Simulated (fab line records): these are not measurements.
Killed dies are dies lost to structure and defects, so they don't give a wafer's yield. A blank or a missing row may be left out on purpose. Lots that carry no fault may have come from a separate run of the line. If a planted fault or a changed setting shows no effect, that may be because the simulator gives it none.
fab line records -- flow n5Finfet
record lots=6, wafers=18, lastDay=17
route steps=1938 shown SD_ACTIVATION@332 ILD0@335 BEOL_M4@1111 PASSIVATION@1936
lots that met no fault: taken from a fault-free run of the same line
startH: the number of hours between the record's first day and the start of the first shown wafer of the lot -- waitH: hours from the lot's prior step to this one -- " as in the row above -- L1.1+2: one row covering several wafers at once -- - either no value or no given start -- * or withheld: withheld -- < > ~ a bound
route shown NAME@n: a module of which the file shows steps, and the number in the route of the first -- usual: the fault-free wafers' mean and standard deviation -- same: alike in all rows -- chamber/n: place in a boat -- sites: the reading at each site -- _std_site: the values' standard deviation -- _edge_site: mean of outer sites minus mean of inner sites -- radiusMm: how far each site lies from the wafer's centre -- mask NAME#n: copy n -- behind: the most recent tool/chamber to have shaped the wafer -- hold: why the lot was held/for how many hours/how that ended -- device: the transistor (n, p or np) that didn't switch -- end of line: the tests these same wafers got at the end of their route -- where a step has no rows: the recipe by itself -- killed: not the wafer's yield, but the dies lost to structure and defects at the first sort -- map: a wafer's dies, x killed, . not, _ none there
set.NAME: the setting the step ran with; set.NAME@STEP: the setting that earlier step ran with -- model.NAME: the simulator's own value behind a step, which no gauge read
lots at selected steps of the route; one table per step, one row per wafer
services: the hour from which a tool's chamber was out of use, counted from the record's first day as startH (under 0 if before that day), plus the number of hours and why
## steps
# step N5_SD_ACTIVATION_RS_MEAS_03
# recipe thkMeasGauge=four-point-probe
# usual RS_SD_N=21.9/0.36, RS_SD_P=55.9/0.88
lot.wafer,tool,chamber,startH,waitH,RS_SD_N[ohm/sq],RS_SD_P[ohm/sq]
L320.1,filmMetro-01,-,105.51,0.2,21.7,54.6
L320.3,filmMetro-01,-,105.51,0.2,21.6,55.1
L320.6,filmMetro-01,-,105.51,0.2,22.1,54.8
L322.4,filmMetro-02,-,120.57,0.1,21.5,55.8
L322.5,filmMetro-02,-,120.57,0.1,21.5,55.1
L322.6,filmMetro-02,-,120.57,0.1,21.6,57.2
L329.2,filmMetro-01,-,163.44,0.2,21.6,55.6
L329.3,filmMetro-01,-,163.44,0.2,21.6,57.0
L329.5,filmMetro-01,-,163.44,0.2,21.6,55.8
L330.2,filmMetro-02,-,174.07,0.2,22.0,55.6
L330.3,filmMetro-02,-,174.07,0.2,22.1,55.1
L330.6,filmMetro-02,-,174.07,0.2,21.7,55.1
L332.3,filmMetro-01,-,179.99,0.2,22.1,56.0
L332.4,filmMetro-01,-,179.99,0.2,22.0,56.6
L332.6,filmMetro-01,-,179.99,0.2,22.1,56.4
L335.1,filmMetro-01,-,198.06,0.2,22.6,56.5
L335.5,filmMetro-01,-,198.06,0.2,22.1,56.6
L335.6,filmMetro-01,-,198.06,0.2,22.3,56.5
# step N5_SD_ACTIVATION_INSPECT_02
# recipe inspectInstrument=darkfield, mode=postAnneal
# usual rawDefectCount=176/44
lot.wafer,tool,chamber,startH,waitH,rawDefectCount
L320.1,defectInspect-01,-,105.83,0.2,169
L320.3,defectInspect-01,-,105.83,0.2,187
L320.6,defectInspect-01,-,105.83,0.2,177
L322.4,defectInspect-01,-,120.84,0.1,150
L322.5,defectInspect-01,-,120.84,0.1,153
L322.6,defectInspect-01,-,120.84,0.1,148
L329.2,defectInspect-01,-,163.74,0.1,183
L329.3,defectInspect-01,-,163.74,0.1,137
L329.5,defectInspect-01,-,163.74,0.1,150
L330.2,defectInspect-01,-,174.37,0.1,191
L330.3,defectInspect-01,-,174.37,0.1,235
L330.6,defectInspect-01,-,174.37,0.1,178
L332.3,defectInspect-01,-,180.27,0.1,148
L332.4,defectInspect-01,-,180.27,0.1,191
L332.6,defectInspect-01,-,180.27,0.1,169
L335.1,defectInspect-01,-,198.38,0.2,233
L335.5,defectInspect-01,-,198.38,0.2,223
L335.6,defectInspect-01,-,198.38,0.2,234
# step N5_ILD0_LINER_00
# recipe material=SiNx, targetThkA=40, tempC=400, aldPrecursorFamily=SiH2I2, aldCoReactant=N2/H2-plasma, pulseTimeS=1, purgeTimeS=2, coReactantPurgeTimeS=2, aldCycles=80, pressureTorr=2
# usual heaterPowerW=841/76, precursorPulseHeightRel=1.002/0.021
lot.wafer,tool,chamber,startH,waitH,heaterPowerW,precursorPulseHeightRel
L320.1,aldSin-04,0,106.01,0.2,833,0.976
L320.3,aldSin-04,3,106.01,0.2,824,0.982
L320.6,aldSin-04,1,106.01,0.2,905,1.021
L322.4,aldSin-01,0,121.42,0.6,923,0.997
L322.5,aldSin-01,1,121.42,0.6,915,0.995
L322.6,aldSin-01,3,121.42,0.6,904,0.984
L329.2,aldSin-03,2,163.77,0.0,833,1.036
L329.3,aldSin-03,1,163.77,0.0,786,0.989
L329.5,aldSin-03,0,163.77,0.0,680,1.010
L330.2,aldSin-01,3,174.41,0.0,923,1.010
L330.3,aldSin-01,1,174.41,0.0,913,1.029
L330.6,aldSin-01,2,174.41,0.0,719,1.015
L332.3,aldSin-03,2,180.31,0.0,858,0.980
L332.4,aldSin-03,1,180.31,0.0,774,1.016
L332.6,aldSin-03,2,180.31,0.0,857,0.990
L335.1,aldSin-01,3,199.08,0.7,931,1.044
L335.5,aldSin-01,3,199.08,0.7,931,1.020
L335.6,aldSin-01,2,199.08,0.7,748,0.992
# step N5_ILD0_FCVD_FILL_01
# recipe material=SiO2_flowable, targetThkA=2000, tempC=100, pressureTorr=0.8, rfW=2000, timeS=328.3
# step N5_ILD0_CURE_02
# recipe tempC=450, timeS=1800, ambient=steam, idleTempC=400, rampUpCPerMin=5, rampDownCPerMin=3, densificationPH2oTorr=640
# step N5_ILD0_CMP_03
# recipe stopOn=SiNx, tOverpolishS=1.9, postCmpClean=alkalineBrush, downForcePsi=4.1491, platenRpm=51.796, padVelocityMS=1.0306, targetThkNm=197.38
# usual headPressurePsi=4.150/0.0084, motorCurrentA=12.4/1.1, overpolishRunS=1.900/0.0091, slurryFlowMlMin=150.0/0.47, timeToEndpointS=68/4.6
lot.wafer,tool,chamber,startH,waitH,headPressurePsi,motorCurrentA,overpolishRunS,slurryFlowMlMin,timeToEndpointS
L320.1,cmp-01,2,108.42,0.1,4.158,12.9,1.914,149.9,63
L320.3,cmp-01,0,108.42,0.1,4.152,12.6,1.905,149.9,66
L320.6,cmp-01,2,108.42,0.1,4.149,12.5,1.915,149.9,66
L322.4,cmp-04,1,123.70,0.1,4.149,12.5,1.879,150.2,70
L322.5,cmp-04,2,123.70,0.1,4.142,10.9,1.897,149.7,69
L322.6,cmp-04,3,123.70,0.1,4.156,15.0,1.895,149.7,73
L329.2,cmp-01,2,166.14,0.0,4.158,13.3,1.910,150.2,67
L329.3,cmp-01,3,166.14,0.0,4.163,13.5,1.896,149.5,69
L329.5,cmp-01,2,166.14,0.0,4.149,13.0,1.884,150.1,70
L330.2,cmp-04,3,176.78,0.0,4.147,14.7,1.894,150.1,78
L330.3,cmp-04,0,176.78,0.0,4.156,12.4,1.925,150.5,72
L330.6,cmp-04,3,176.78,0.0,4.150,14.4,1.896,149.8,77
L332.3,cmp-01,0,183.60,0.0,4.153,12.4,1.894,150.2,70
L332.4,cmp-01,1,183.60,0.0,4.153,11.2,1.904,149.6,67
L332.6,cmp-01,1,183.60,0.0,4.159,11.0,1.909,149.5,69
L335.1,cmp-02,3,201.48,0.1,4.148,10.8,1.889,149.7,70
L335.6,cmp-02,2,201.48,0.1,4.144,13.1,1.909,150.6,66
L335.5,cmp-02,3,201.48,0.1,4.143,11.4,1.919,149.8,71
# step N5_ILD0_THK_MEAS_04
# usual thkNm=197.0/1.1
lot.wafer,tool,chamber,startH,waitH,thkNm
L320.1,filmMetro-02,-,108.67,-,197.0
L320.3,filmMetro-02,-,108.67,-,196.4
L320.6,filmMetro-02,-,108.67,-,195.6
L322.4,filmMetro-01,-,123.88,-,196.8
L322.5,filmMetro-01,-,123.88,-,198.3
L322.6,filmMetro-01,-,123.88,-,197.9
L329.2,filmMetro-02,-,166.43,-,197.0
L329.3,filmMetro-02,-,166.43,-,196.6
L329.5,filmMetro-02,-,166.43,-,196.1
L330.2,filmMetro-02,-,177.08,-,197.8
L330.3,filmMetro-02,-,177.08,-,195.9
L330.6,filmMetro-02,-,177.08,-,197.3
L332.3,filmMetro-01,-,183.90,-,196.9
L332.4,filmMetro-01,-,183.90,-,197.1
L332.6,filmMetro-01,-,183.90,-,197.6
L335.1,filmMetro-02,-,201.74,-,197.4
L335.5,filmMetro-02,-,201.74,-,197.1
L335.6,filmMetro-02,-,201.74,-,198.1
# step N5_ILD0_CMP_07
# recipe stopOn=poly-Si, material=SiO2_flowable, tOverpolishS=1.18, postCmpClean=alkalineBrush, downForcePsi=4.1491, platenRpm=51.796, padVelocityMS=1.0306, targetThkNm=138.88
# usual headPressurePsi=4.149/0.0093, motorCurrentA=12.5/1, slurryFlowMlMin=150.0/0.42
lot.wafer,tool,chamber,startH,waitH,headPressurePsi,motorCurrentA,slurryFlowMlMin
L320.1,cmp-02,3,108.78,0.1,4.144,11.6,150.7
L320.3,cmp-02,0,108.78,0.1,4.119,11.8,150.0
L320.6,cmp-02,2,108.78,0.1,4.144,13.0,150.1
L322.4,cmp-02,2,123.95,0.1,4.130,13.6,150.1
L322.5,cmp-02,1,123.95,0.1,4.145,13.1,149.5
L322.6,cmp-02,2,123.95,0.1,4.140,13.6,150.3
L329.3,cmp-02,2,166.50,0.1,4.151,12.9,150.5
L329.2,cmp-02,3,166.50,0.1,4.167,11.0,149.9
L329.5,cmp-02,2,166.50,0.1,4.151,13.6,149.9
L330.2,cmp-02,1,177.11,0.0,4.159,12.8,149.9
L330.3,cmp-02,2,177.11,0.0,4.144,14.0,150.0
L330.6,cmp-02,2,177.11,0.0,4.154,12.6,149.8
L332.4,cmp-01,1,184.00,0.1,4.146,10.9,150.1
L332.3,cmp-01,2,184.00,0.1,4.161,13.0,149.6
L332.6,cmp-01,3,184.00,0.1,4.156,13.3,150.0
L335.1,cmp-04,1,201.81,0.1,4.153,12.4,149.2
L335.5,cmp-04,0,201.81,0.1,4.139,12.5,150.3
L335.6,cmp-04,1,201.81,0.1,4.155,12.2,149.8
# step N5_ILD0_THK_MEAS_08
# usual thkNm=138.6/1.3
lot.wafer,tool,chamber,startH,waitH,thkNm
L320.1,filmMetro-02,-,109.00,-,137.0
L320.3,filmMetro-02,-,109.00,-,137.4
L320.6,filmMetro-02,-,109.00,-,136.6
L322.4,filmMetro-02,-,124.21,-,137.7
L322.5,filmMetro-02,-,124.21,-,139.1
L322.6,filmMetro-02,-,124.21,-,138.4
L329.2,filmMetro-01,-,166.76,-,138.3
L329.3,filmMetro-01,-,166.76,-,136.4
L329.5,filmMetro-01,-,166.76,-,137.5
L330.2,filmMetro-02,-,177.40,-,140.9
L330.3,filmMetro-02,-,177.40,-,140.3
L330.6,filmMetro-02,-,177.40,-,140.3
L332.3,filmMetro-01,-,184.22,-,140.3
L332.4,filmMetro-01,-,184.22,-,138.8
L332.6,filmMetro-01,-,184.22,-,139.6
L335.1,filmMetro-01,-,202.06,-,138.6
L335.5,filmMetro-01,-,202.06,-,139.4
L335.6,filmMetro-01,-,202.06,-,138.0
# step N5_ILD0_PRECLEAN_10
# recipe chemistry=NF3:NH3, afsCycles=5, timeS=20, tempC=30, sublimationTempC=180, sublimationTimeS=60, pressureTorr=3, rfPowerW=30
# step N5_ILD0_ALD_15
# recipe material=SiNx, targetThkA=240, tempC=400, aldPrecursorFamily=SiH2I2, aldCoReactant=N2/H2-plasma, pulseTimeS=1, aldCycles=480, purgeTimeS=2, coReactantPurgeTimeS=2, pressureTorr=2
# usual heaterPowerW=851/57, precursorPulseHeightRel=1.000/0.019
lot.wafer,tool,chamber,startH,waitH,heaterPowerW,precursorPulseHeightRel
L320.1,aldSin-04,2,109.72,0.6,846,0.991
L320.3,aldSin-04,1,109.72,0.6,885,0.993
L320.6,aldSin-04,3,110.80,1.1,819,1.000
L322.4,aldSin-03,1,124.95,0.3,778,0.986
L322.5,aldSin-03,1,126.03,1.2,791,0.999
L322.6,aldSin-03,2,126.03,1.2,849,0.990
L329.2,aldSin-04,1,167.47,0.5,913,0.990
L329.3,aldSin-04,2,167.47,0.5,858,0.974
L329.5,aldSin-04,1,168.56,1.2,886,1.004
L330.2,aldSin-03,2,178.12,0.5,857,1.010
L330.3,aldSin-03,3,178.12,0.5,879,1.001
L330.6,aldSin-03,3,179.21,1.1,893,0.999
L332.3,aldSin-03,2,185.29,0.7,871,1.004
L332.4,aldSin-03,0,185.29,0.7,706,1.009
L332.6,aldSin-03,2,186.38,1.5,870,0.988
L335.1,aldSin-04,1,202.78,0.6,894,0.989
L335.5,aldSin-04,0,203.87,1.2,817,0.973
L335.6,aldSin-04,2,203.87,1.2,828,0.994
# step N5_ILD0_CMP_12
# recipe stopOn=poly-Si, material=SiNx, tOverpolishS=6, postCmpClean=alkalineBrush, downForcePsi=2.5, platenRpm=51.8, padVelocityMS=1.0307, targetThkNm=17.67
# usual headPressurePsi=2.500/0.0053, motorCurrentA=9.1/0.76, overpolishRunS=6.001/0.0088, slurryFlowMlMin=149.9/0.49, timeToEndpointS=28.6/2.8
lot.wafer,tool,chamber,startH,waitH,headPressurePsi,motorCurrentA,overpolishRunS,slurryFlowMlMin,timeToEndpointS
L320.3,cmp-01,1,112.05,1.2,2.508,8.3,5.984,149.8,26.3
L320.1,cmp-01,3,112.05,1.2,2.496,9.6,5.988,149.7,27.8
L320.6,cmp-01,1,112.05,1.2,2.508,7.9,6.013,150.0,27.7
L322.4,cmp-02,1,127.28,1.2,2.496,9.8,6.001,150.2,34.1
L322.5,cmp-02,2,127.28,1.2,2.503,9.4,6.001,149.7,27.1
L322.6,cmp-02,3,127.28,1.2,2.494,8.1,6.015,149.6,32.6
L329.3,cmp-02,3,169.75,1.2,2.502,8.1,5.985,149.7,30.8
L329.2,cmp-02,0,169.75,1.2,2.508,8.2,5.997,149.8,27.1
L329.5,cmp-02,1,169.75,1.2,2.664,10.2,5.989,149.6,31.8
L330.2,cmp-02,2,180.36,1.2,2.500,9.3,6.005,149.7,29.3
L330.3,cmp-02,0,180.36,1.2,2.502,8.5,5.996,151.0,30.4
L330.6,cmp-02,1,180.36,1.2,2.662,9.6,6.008,150.3,31.0
L332.3,cmp-01,1,187.50,1.1,2.491,7.9,6.000,149.7,27.1
L332.4,cmp-01,2,187.50,1.1,2.499,9.4,6.013,149.4,29.9
L332.6,cmp-01,2,187.50,1.1,2.500,9.0,6.002,149.1,26.6
L335.1,cmp-04,2,205.02,1.2,2.502,8.0,6.016,150.4,29.8
L335.6,cmp-04,1,205.02,1.2,2.503,8.8,5.995,150.5,26.3
L335.5,cmp-04,2,205.02,1.2,2.502,8.2,6.006,149.4,28.8
# step N5_ILD0_THK_MEAS_13
# usual thkNm=17.4/1.4
lot.wafer,tool,chamber,startH,waitH,thkNm
L320.1,filmMetro-02,-,112.34,-,17.8
L320.3,filmMetro-02,-,112.34,-,18.6
L320.6,filmMetro-02,-,112.34,-,18.6
L322.4,filmMetro-01,-,127.46,-,18.7
L322.5,filmMetro-01,-,127.46,-,17.2
L322.6,filmMetro-01,-,127.46,-,18.1
L329.2,filmMetro-02,-,169.97,-,16.2
L329.3,filmMetro-02,-,169.97,-,17.9
L329.5,filmMetro-02,-,169.97,-,18.0
L330.2,filmMetro-02,-,180.62,-,16.6
L330.3,filmMetro-02,-,180.62,-,17.3
L330.6,filmMetro-02,-,180.62,-,20.2
L332.3,filmMetro-01,-,187.79,-,17.4
L332.4,filmMetro-01,-,187.79,-,17.3
L332.6,filmMetro-01,-,187.79,-,17.0
L335.1,filmMetro-01,-,205.27,-,18.7
L335.5,filmMetro-01,-,205.27,-,17.5
L335.6,filmMetro-01,-,205.27,-,17.2
# step N5_BEOL_M4_RC_MEAS_101
# usual DIBL_N=35.3/1.5, DIBL_P=35.3/1.9, IOFF_N=0.145/0.027, IOFF_P=0.20/0.033, ION_N=670/12, ION_P=462/6.8, SS_N=71.3/0.6, SS_P=73.1/0.7, VT_N=251/3.4, VT_P=-251/3.2
lot.wafer,tool,chamber,startH,waitH,DIBL_N[mV/V],DIBL_P[mV/V],IOFF_N[nA/um],IOFF_P[nA/um],ION_N[uA/um],ION_P[uA/um],SS_N[mV/dec],SS_P[mV/dec],VT_N[mV],VT_P[mV]
L320.1,prober-01,0,223.75,0.0,35.1,33.6,0.121,0.18,658,459,71.3,73.9,255,-250
L320.3,prober-01,0,223.75,0.0,31.0,29.5,0.074,0.13,652,464,69.1,72.0,261,-254
L320.6,prober-01,0,223.75,0.0,34.4,33.2,0.104,0.17,651,460,70.9,72.6,257,-252
L322.4,prober-02,0,241.56,0.5,32.5,33.7,0.116,0.19,659,465,70.3,72.5,253,-248
L322.5,prober-02,0,241.56,0.5,31.9,32.3,0.105,0.17,648,457,71.1,72.1,253,-252
L322.6,prober-02,0,241.56,0.5,34.4,33.9,0.126,0.18,656,453,71.3,72.2,256,-253
L329.2,prober-01,0,291.39,0.2,36.8,36.0,0.150,0.20,668,461,72.2,72.9,251,-252
L329.3,prober-01,0,291.39,0.2,38.1,39.3,0.186,0.25,688,467,71.1,73.5,246,-249
L329.5,prober-01,0,291.39,0.2,36.7,37.0,0.159,0.23,671,467,71.5,73.6,251,-254
L330.2,prober-02,0,296.41,0.2,34.7,35.5,0.141,0.20,684,465,71.5,73.5,253,-250
L330.3,prober-02,0,296.41,0.2,36.9,38.2,0.172,0.25,688,473,71.8,74.2,250,-248
L330.6,prober-02,0,296.41,0.2,34.4,35.3,0.136,0.20,674,465,71.1,74.1,249,-253
L332.3,prober-02,0,299.34,0.3,35.8,36.0,0.170,0.22,666,463,71.3,74.0,249,-249
L332.4,prober-02,0,299.34,0.3,34.0,35.3,0.149,0.21,684,468,71.3,73.1,250,-249
L332.6,prober-02,0,299.34,0.3,35.7,36.5,0.170,0.23,685,468,72.2,74.6,250,-249
L335.1,prober-01,0,310.90,0.0,36.0,36.0,0.154,0.20,681,461,71.8,72.8,250,-250
L335.5,prober-01,0,310.90,0.0,33.1,32.6,0.111,0.16,655,454,70.7,72.1,255,-253
L335.6,prober-01,0,310.90,0.0,35.5,35.3,0.146,0.21,669,463,70.7,72.9,248,-247
# step N5_PASSIVATION_PROBE_49
# usual defectLimitedYield=91.2/1.5, killed_at_M0_to_M3=34/11, killed_at_M4_up=14/5.4, killedAtContacts=12/5.9, killedAtFrontEnd=40/12, killedAtOther=4/3.3, killedDies=103/18, killedOpen=68/13, killedShort=34/7.5, sort_bin_5_function=5.1/1, sort_bin_6_memory=3.3/0.7, sort_bin_8_speed=0.03/0.27, sortNPass=1076/18, sortYieldPct=91.2/1.5
# same grossDies=1180, killedAtBackSide=0, sort_bin_4_leakage[%]=0
lot.wafer,tool,chamber,startH,waitH,defectLimitedYield[%],killed_at_M0_to_M3,killed_at_M4_up,killedAtContacts,killedAtFrontEnd,killedAtOther,killedDies,killedOpen,killedShort,sort_bin_5_function[%],sort_bin_6_memory[%],sort_bin_8_speed[%],sortNPass,sortYieldPct[%]
L320.1,prober-01,-,334.21,0.0,90.3,33,20,5,52,4,114,76,34,6.3,3.0,0,1066,90.3
L320.3,prober-01,-,334.31,0.1,92.0,21,17,5,51,0,94,62,31,4.5,3.0,0,1086,92.0
L320.6,prober-01,-,334.46,0.3,93.1,11,8,7,54,2,82,53,27,3.5,3.5,0.08,1097,93.0
L322.4,prober-02,-,347.95,0.2,91.1,40,14,10,37,4,105,67,36,5.8,2.9,0,1075,91.1
L322.5,prober-02,-,348.00,0.2,91.9,38,10,11,26,10,95,54,40,4.1,3.6,0,1085,91.9
L322.6,prober-02,-,348.05,0.3,91.2,47,14,9,26,8,104,66,38,4.8,3.4,0,1076,91.2
L329.2,prober-01,-,396.27,0.6,91.9,26,13,3,46,7,95,66,26,4.7,3.1,0,1085,91.9
L329.3,prober-01,-,396.32,0.7,89.2,26,19,19,57,6,127,90,37,6.9,3.5,0,1053,89.2
L329.5,prober-01,-,396.42,0.8,89.4,35,13,6,61,10,125,87,37,5.8,4.2,0,1055,89.4
L330.2,prober-01,-,398.43,2.1,91.9,29,12,12,40,2,95,68,27,4.4,3.2,0,1085,91.9
L330.3,prober-01,-,398.48,2.2,88.6,48,10,10,60,7,135,95,40,6.2,4.8,0,1045,88.6
L330.6,prober-01,-,398.63,2.3,92.9,27,10,10,37,0,84,59,25,4.1,2.9,0,1096,92.9
L335.1,prober-01,-,416.33,0.0,91.2,51,8,9,35,1,104,70,30,5.3,3.0,0.08,1076,91.2
L335.5,prober-01,-,416.53,0.2,90.3,53,15,15,28,3,114,79,34,5.8,3.8,0,1066,90.3
L335.6,prober-01,-,416.58,0.3,90.3,54,17,15,27,1,114,74,38,5.9,3.5,0,1066,90.3
L332.3,prober-02,-,416.43,0.1,91.2,27,23,14,30,10,104,61,43,5.1,3.4,0,1076,91.2
L332.4,prober-02,-,416.48,0.2,94.5,11,9,15,27,3,65,39,26,3.0,2.2,0,1115,94.5
L332.6,prober-02,-,416.58,0.3,92.0,23,18,15,27,11,94,67,25,4.7,3.2,0,1086,92.0
# killed by level:class
L320.1 FIN_SAQP:geometricParticle:open=15 FIN_SAQP:geometricParticle:short=13 BEOL_M3:geometricParticle:open=11 BEOL_M4:geometricParticle:open=11 BEOL_M0_SAQP:geometricParticle:open=10 STI_FIN_REVEAL:geometricParticle:open=7 BEOL_M0_SAQP:geometricParticle:short=5 ILD0:geometricParticle:open=4
L320.3 FIN_SAQP:geometricParticle:open=17 STI_FIN_REVEAL:geometricParticle:open=10 BEOL_M0_SAQP:geometricParticle:short=8 FIN_SAQP:geometricParticle:short=6 BEOL_M2:geometricParticle:open=6 MOL_CONTACT_COAG:geometricParticle:open=5 BEOL_M5:geometricParticle:open=5 BEOL_M4:geometricParticle:open=4
L320.6 FIN_SAQP:geometricParticle:open=18 FIN_SAQP:geometricParticle:short=12 STI_FIN_REVEAL:geometricParticle:open=6 GATE_CUT:geometricParticle:short=6 MOL_CONTACT_COAG:geometricParticle:open=6 BEOL_M0:geometricParticle:open=4 GATE_CUT:geometricParticle:open=3 BEOL_M3:geometricParticle:open=3
L322.4 FIN_SAQP:geometricParticle:short=12 STI_FIN_REVEAL:geometricParticle:open=10 MOL_CONTACT_COAG:geometricParticle:open=10 BEOL_M1:geometricParticle:open=9 BEOL_M3:geometricParticle:open=7 BEOL_M0_SAQP:geometricParticle:open=6 FIN_SAQP:geometricParticle:open=4 BEOL_M0_SAQP:geometricParticle:short=4
L322.5 BEOL_M0_SAQP:geometricParticle:short=10 FIN_SAQP:geometricParticle:short=9 BEOL_M0_SAQP:geometricParticle:open=9 MOL_CONTACT_COAG:geometricParticle:open=8 BEOL_M0:geometricParticle:short=5 BEOL_M3:geometricParticle:open=5 STI_FIN_REVEAL:geometricParticle:open=4 BEOL_M0:geometricParticle:open=4
L322.6 BEOL_M0_SAQP:geometricParticle:open=16 BEOL_M0_SAQP:geometricParticle:short=10 BEOL_M1:geometricParticle:open=8 FIN_SAQP:geometricParticle:open=6 FIN_SAQP:geometricParticle:short=6 MOL_CONTACT_COAG:geometricParticle:open=6 MIM_TOP_ETCH:geometricParticle:short=5 DUMMY_GATE:geometricParticle:open=4
L329.2 FIN_SAQP:geometricParticle:open=12 BEOL_M3:geometricParticle:open=9 STI_FIN_REVEAL:geometricParticle:open=7 BEOL_M4:geometricParticle:open=7 FIN_SAQP:geometricParticle:short=5 GATE_CUT:geometricParticle:open=5 BEOL_M0_SAQP:geometricParticle:open=5 STARTING-WAFER:geometricParticle:open=5
L329.3 FIN_SAQP:geometricParticle:open=20 FIN_SAQP:geometricParticle:short=19 MOL_CONTACT_COAG:geometricParticle:open=18 BEOL_M4:geometricParticle:open=13 BEOL_M2:geometricParticle:open=7 BEOL_M0_SAQP:geometricParticle:open=5 PAD_METAL:geometricParticle:open=4 BEOL_M3:geometricParticle:open=4
L329.5 STI_FIN_REVEAL:geometricParticle:open=21 BEOL_M2:geometricParticle:open=15 FIN_SAQP:geometricParticle:open=13 BEOL_M4:geometricParticle:open=8 GATE_CUT:geometricParticle:short=6 DUMMY_GATE:geometricParticle:open=4 MOL_CONTACT_COAG:geometricParticle:open=4 BEOL_M1:geometricParticle:open=4
L330.2 BEOL_M2:geometricParticle:open=11 MOL_CONTACT_COAG:geometricParticle:open=10 STI_FIN_REVEAL:geometricParticle:open=8 DUMMY_GATE:geometricParticle:open=8 FIN_SAQP:geometricParticle:open=5 BEOL_M7:geometricParticle:open=5 FIN_SAQP:geometricParticle:short=4 GATE_CUT:geometricParticle:short=4
L330.3 FIN_SAQP:geometricParticle:short=17 FIN_SAQP:geometricParticle:open=13 BEOL_M0_SAQP:geometricParticle:open=13 BEOL_M2:geometricParticle:open=11 MOL_CONTACT_COAG:geometricParticle:open=10 BEOL_M1:geometricParticle:open=10 STI_FIN_REVEAL:geometricParticle:open=9 DUMMY_GATE:geometricParticle:open=9
L330.6 BEOL_M1:geometricParticle:open=9 DUMMY_GATE:geometricParticle:open=9 MOL_CONTACT_COAG:geometricParticle:open=8 FIN_SAQP:geometricParticle:open=6 FIN_SAQP:geometricParticle:short=5 STI_FIN_REVEAL:geometricParticle:open=5 BEOL_M0_SAQP:geometricParticle:short=4 BEOL_M0:geometricParticle:open=4
L335.1 BEOL_M0_SAQP:geometricParticle:short=13 BEOL_M0_SAQP:geometricParticle:open=11 FIN_SAQP:geometricParticle:open=10 BEOL_M3:geometricParticle:open=10 MOL_CONTACT_COAG:geometricParticle:open=8 BEOL_M2:geometricParticle:open=7 BEOL_M1:geometricParticle:open=5 STI_FIN_REVEAL:geometricParticle:open=4
L332.3 BEOL_M0_SAQP:geometricParticle:short=12 MOL_CONTACT_COAG:geometricParticle:open=11 BEOL_M4:geometricParticle:short=11 BEOL_M0_SAQP:geometricParticle:open=9 DUMMY_GATE:geometricParticle:open=7 PASS1_CAP:geometricParticle:short=5 FIN_SAQP:geometricParticle:open=4 GATE_CUT:geometricParticle:open=4
L332.4 DUMMY_GATE:geometricParticle:open=9 MOL_CONTACT_COAG:geometricParticle:open=9 MOL_CONTACT_COAG:geometricParticle:short=6 BEOL_M4:geometricParticle:short=5 GATE_CUT:geometricParticle:short=4 DUMMY_GATE:geometricParticle:short=3 BEOL_M0_SAQP:geometricParticle:short=3 BEOL_M2:geometricParticle:open=3
L335.5 MOL_CONTACT_COAG:geometricParticle:open=13 BEOL_M2:geometricParticle:open=13 BEOL_M0_SAQP:geometricParticle:open=13 BEOL_M1:geometricParticle:open=10 BEOL_M0_SAQP:geometricParticle:short=9 FIN_SAQP:geometricParticle:short=6 BEOL_M4:geometricParticle:open=6 BEOL_M2:geometricParticle:short=5
L332.6 MOL_CONTACT_COAG:geometricParticle:open=14 BEOL_M4:geometricParticle:open=9 FIN_SAQP:geometricParticle:open=8 GATE_CUT:geometricParticle:short=6 BEOL_M3:geometricParticle:open=6 BEOL_M0_SAQP:geometricParticle:open=5 DUMMY_GATE:geometricParticle:open=4 BEOL_M0_SAQP:geometricParticle:short=4
L335.6 BEOL_M0_SAQP:geometricParticle:open=13 MOL_CONTACT_COAG:geometricParticle:open=13 BEOL_M2:geometricParticle:open=11 FIN_SAQP:geometricParticle:short=10 BEOL_M4:geometricParticle:open=10 BEOL_M0_SAQP:geometricParticle:short=9 BEOL_M3:geometricParticle:open=5 FIN_SAQP:geometricParticle:open=4
## services
tool,chamber,startH,hours,kind
aldSin-01,-,85.47,14.0,pm
aldSin-01,0,85.47,14.0,ventCycle
aldSin-01,1,85.47,14.0,ventCycle
aldSin-01,2,85.47,14.0,ventCycle
aldSin-01,3,85.47,14.0,ventCycle
cmp-02,-,87.39,4.7,pm
aldSin-03,1,89.87,2.4,repair
cmp-04,-,91.78,4.1,repair
aldSin-01,0,99.47,-,clean
aldSin-01,1,99.47,-,clean
aldSin-01,2,103.09,21.5,repair
cmp-04,-,119.22,1.5,repair
cmp-01,-,132.67,2.3,repair
cmp-02,-,151.78,0.3,repair
aldSin-04,3,164.23,72.6,repair
aldSin-01,2,169.33,3.1,repair
aldSin-04,0,176.52,6.5,repair
aldSin-04,-,176.75,14.0,pm
aldSin-04,1,176.75,14.0,ventCycle
aldSin-04,2,176.75,14.0,ventCycle
aldSin-03,0,176.91,4.8,repair
aldSin-04,0,190.75,-,clean
aldSin-04,1,190.75,-,clean
aldSin-04,2,190.75,-,clean
## key
firstSign step=N5_ILD0_CMP_12, reading=headPressurePsi, direction=up, sigmas=31, usual=2.500, struck=2.663
effect none on later readings
metAt N5_ILD0_CMP_12
struckWafers L329.5,L330.6
onsetBetween 127.28 169.75
fault kind=processParameterDrift, tool=cmp-02, chamber=1, onsetH=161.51, steps=N5_ILD0_CMP_12, channel=downForcePsi, offset=0.16326, shape=step, endH=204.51, actsIn=theseRecipesOnly, stated=2.5
